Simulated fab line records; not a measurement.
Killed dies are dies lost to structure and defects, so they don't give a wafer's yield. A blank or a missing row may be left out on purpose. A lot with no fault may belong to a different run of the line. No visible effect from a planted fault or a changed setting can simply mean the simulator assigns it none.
Lot-split experiment :: flow n5-finfet :: route with 1938 steps; 7 lots, 21 wafers read

ABOUT THE SPLIT
At N5_BEOL_M14_TRENCH_ETCH_34 (etches SiO2 in C4F8/O2/Ar, target depth 556.65 nm, time 126.9 s), the setting bias-w was moved away from the recipe's 2040 W on 8 of the 21 wafers read, by -16.3% to +16.5%. For the rest of the wafers, this setting stayed at what the recipe calls for.

The split's own step is where the reading is taken.

THE READING
rf-vpp-V, in V, at N5_BEOL_M14_TRENCH_ETCH_34 (etches SiO2 in C4F8/O2/Ar, target depth 556.65 nm, time 126.9 s). Typical for fault-free wafers on this fab line: 2230 V, with standard deviation 38 V.

wafer: L075.1
tool, chamber at the split: rie-diel-04, 3
bias-w as run, W: 2040
against the recipe: recipe
rf-vpp-V, V: 2304
against lot-mates on the recipe: -

wafer: L075.3
tool, chamber at the split: rie-diel-04, 1
bias-w as run, W: 1707
against the recipe: -16.3%
rf-vpp-V, V: 1957
against lot-mates on the recipe: -347

wafer: L075.6
tool, chamber at the split: rie-diel-04, 1
bias-w as run, W: 1707
against the recipe: -16.3%
rf-vpp-V, V: 1956
against lot-mates on the recipe: -348

wafer: L076.4
tool, chamber at the split: rie-diel-06, 1
bias-w as run, W: 2376
against the recipe: +16.5%
rf-vpp-V, V: 2507
against lot-mates on the recipe: +318

wafer: L076.5
tool, chamber at the split: rie-diel-06, 2
bias-w as run, W: 2376
against the recipe: +16.5%
rf-vpp-V, V: 2545
against lot-mates on the recipe: +356

wafer: L076.6
tool, chamber at the split: rie-diel-06, 3
bias-w as run, W: 2040
against the recipe: recipe
rf-vpp-V, V: 2189
against lot-mates on the recipe: -

wafer: L084.1
tool, chamber at the split: rie-diel-06, 3
bias-w as run, W: 2040
against the recipe: recipe
rf-vpp-V, V: 2189
against lot-mates on the recipe: -

wafer: L084.2
tool, chamber at the split: rie-diel-06, 2
bias-w as run, W: 2040
against the recipe: recipe
rf-vpp-V, V: 2293
against lot-mates on the recipe: -

wafer: L084.3
tool, chamber at the split: rie-diel-06, 1
bias-w as run, W: 2040
against the recipe: recipe
rf-vpp-V, V: 2256
against lot-mates on the recipe: -

wafer: L087.1
tool, chamber at the split: rie-diel-05, 3
bias-w as run, W: 2256
against the recipe: +10.6%
rf-vpp-V, V: 2330
against lot-mates on the recipe: +144

wafer: L087.2
tool, chamber at the split: rie-diel-05, 2
bias-w as run, W: 2040
against the recipe: recipe
rf-vpp-V, V: 2198
against lot-mates on the recipe: -

wafer: L087.6
tool, chamber at the split: rie-diel-05, 3
bias-w as run, W: 2040
against the recipe: recipe
rf-vpp-V, V: 2173
against lot-mates on the recipe: -

wafer: L090.1
tool, chamber at the split: rie-diel-04, 1
bias-w as run, W: 2040
against the recipe: recipe
rf-vpp-V, V: 2217
against lot-mates on the recipe: -

wafer: L090.3
tool, chamber at the split: rie-diel-04, 0
bias-w as run, W: 1905
against the recipe: -6.6%
rf-vpp-V, V: 2141
against lot-mates on the recipe: -76

wafer: L090.6
tool, chamber at the split: rie-diel-04, 2
bias-w as run, W: 1905
against the recipe: -6.6%
rf-vpp-V, V: 2125
against lot-mates on the recipe: -92

wafer: L092.2
tool, chamber at the split: rie-diel-06, 0
bias-w as run, W: 2040
against the recipe: recipe
rf-vpp-V, V: 2218
against lot-mates on the recipe: -

wafer: L092.3
tool, chamber at the split: rie-diel-06, 3
bias-w as run, W: 2040
against the recipe: recipe
rf-vpp-V, V: 2187
against lot-mates on the recipe: -

wafer: L092.6
tool, chamber at the split: rie-diel-06, 1
bias-w as run, W: 2195
against the recipe: +7.6%
rf-vpp-V, V: 2372
against lot-mates on the recipe: +170

wafer: L097.1
tool, chamber at the split: rie-diel-05, 0
bias-w as run, W: 2040
against the recipe: recipe
rf-vpp-V, V: 2217
against lot-mates on the recipe: -

wafer: L097.5
tool, chamber at the split: rie-diel-05, 2
bias-w as run, W: 2040
against the recipe: recipe
rf-vpp-V, V: 2195
against lot-mates on the recipe: -

wafer: L097.6
tool, chamber at the split: rie-diel-05, 1
bias-w as run, W: 2040
against the recipe: recipe
rf-vpp-V, V: 2219
against lot-mates on the recipe: -

THE FIT
A straight line over all 21 wafers: rf-vpp-V changes by +16.6 V for each +1% of bias-w; r = +0.96; the points scatter about the line by 39 V.
The same after taking each lot's own level away (the mean of its wafers on the recipe; 21 wafers): +19.8 V for each +1%; r = +0.98; scatter 31 V.
The reading moves by 3.3e+02 V for the largest change in bias-w, on that fit.
Across the lots, their own levels run from 2185.5 to 2304.0 V, a range of 3.1 times the standard deviation given above.
Hence the slope depends on the lot-to-lot level, as the two fits are not the same.
Check: with one of the wafers moved furthest among these (+16.5%) left out of the fit, the line predicts +330 V for it against its lot-mates. Against them it came out at +318 V.
Tool readings at the split's step, against how far the setting was moved: rf-vpp-V r = +0.96.

THESE WAFERS: OTHER SPLITS
Note: prior to the reading, these wafers also went through further splits. Each is held against what the fit with the lots' levels taken away leaves over:
other split on the same wafers: N5_BEOL_M11_EXPOSE_25 dose-mj
wafers away from the commonest value: 4
r with rf-vpp-V (lot level and that fit taken away): -0.40

other split on the same wafers: N5_BEOL_M13_COAT_58 spin-rpm
wafers away from the commonest value: 8
r with rf-vpp-V (lot level and that fit taken away): +0.08

FILE'S OWN FIT
rf-vpp-V changes by +19.4 V for each +1% of bias-w, r = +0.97.
